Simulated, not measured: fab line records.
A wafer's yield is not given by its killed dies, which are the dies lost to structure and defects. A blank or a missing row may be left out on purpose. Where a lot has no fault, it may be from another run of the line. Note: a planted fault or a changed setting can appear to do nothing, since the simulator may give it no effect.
Problem report in the 8D (eight disciplines) form, filled by code | flow nand harc | the parts of the form that need people (team, actions taken, sign-off) are left out

## 1. PROBLEM STATEMENT
At NHARC_A_STAIRCASE_DEP_301, rf fwd power W averages 489.7 W over 6 wafers from 2 lots, while fault-free wafers read 348.6 W, standard deviation 1.1. That is +99 or more standard deviations from the usual mean.
The step: deposits SiON, target thk 30 nm.
Seen first at day 20 08:53 on pecvd-02, wafer L732.4. Wafers with a number at this step in the record: 36, from 12 lots. Rule for "out" (also "out of limits"): further than 4 standard deviations from the usual mean. All remaining wafers that have a number are taken as sound.

## 2. WHAT IT IS, WHAT IT ISN'T
question                    | is                     | is not
which readings at this step | rf fwd power W         | heater power outer w, heater power w
which lots                  | L732, L733             | L724, L725, L726, L727, L729, L730, L740, L741, L743, L747
which wafers of those lots  | all that have a number | -
read on which tools         | pecvd-02               | pecvd-01, pecvd-03
when                        | from day 20 08:53      | up to then (18 sound wafers); but 12 sound wafers of L740, L741, L743, L747 came after

## 3. THE SUSPECTS, EACH WITH WHAT RULES IT OUT
Counting: a tool at a process step up to the reading stays a suspect if it ran every lot that is out and no sound lot after the first of them.
- acl dep-02 at NHARC_A_STAIRCASE_HM_DEP_459 (deposits aC, target thk 1500 nm): kept. All lots that are out passed through it, beginning with L732 at day 19 23:34, and no sound lot followed; its final sound lot before that point was L729 at day 18 20:18.
- pecvd-02 at NHARC_A_STAIRCASE_DEP_301 (deposits SiON, target thk 30 nm): ruled out as a lasting fault. The sound lots L741, L747 went through it after L732, its earliest lot that is out (day 20 08:53).
Left after counting: acl dep-02 at NHARC_A_STAIRCASE_HM_DEP_459.

## 4. THE CAUSE (what the simulator had put in)
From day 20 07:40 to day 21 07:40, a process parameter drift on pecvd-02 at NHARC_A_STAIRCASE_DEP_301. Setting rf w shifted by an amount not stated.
Counting ruled it out, wrongly.

## 5. THE CHAIN OF EFFECTS, in route order
One row per reading whose mean, taken over the struck wafers that have a number, lies over 3 standard deviations from the usual. Only readings whose record carries a usual standard deviation are examined. hours: median over the lots of the time between each lot's start at the first step of this table that gives one and its start at this step. sigmas: the change, counted in usual standard deviations.
hours | step                      | reading          | usual   | on struck wafers | change | sigmas
0     | NHARC_A_STAIRCASE_DEP_301 | rf fwd power W   | 348.6 W | 489.7            | +141.1 | +99 or more
0     | NHARC_A_STAIRCASE_DEP_301 | showerhead vpp V | 1135 V  | 1334             | +199   | +4.2
Its process steps:
- NHARC_A_STAIRCASE_DEP_301: deposits SiON, target thk 30 nm.

## 6. HOW IT WOULD HAVE BEEN CAUGHT EARLIER
In this record the first reading out of limits was taken at day 20 08:53, 1 hour after the fault began at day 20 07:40.
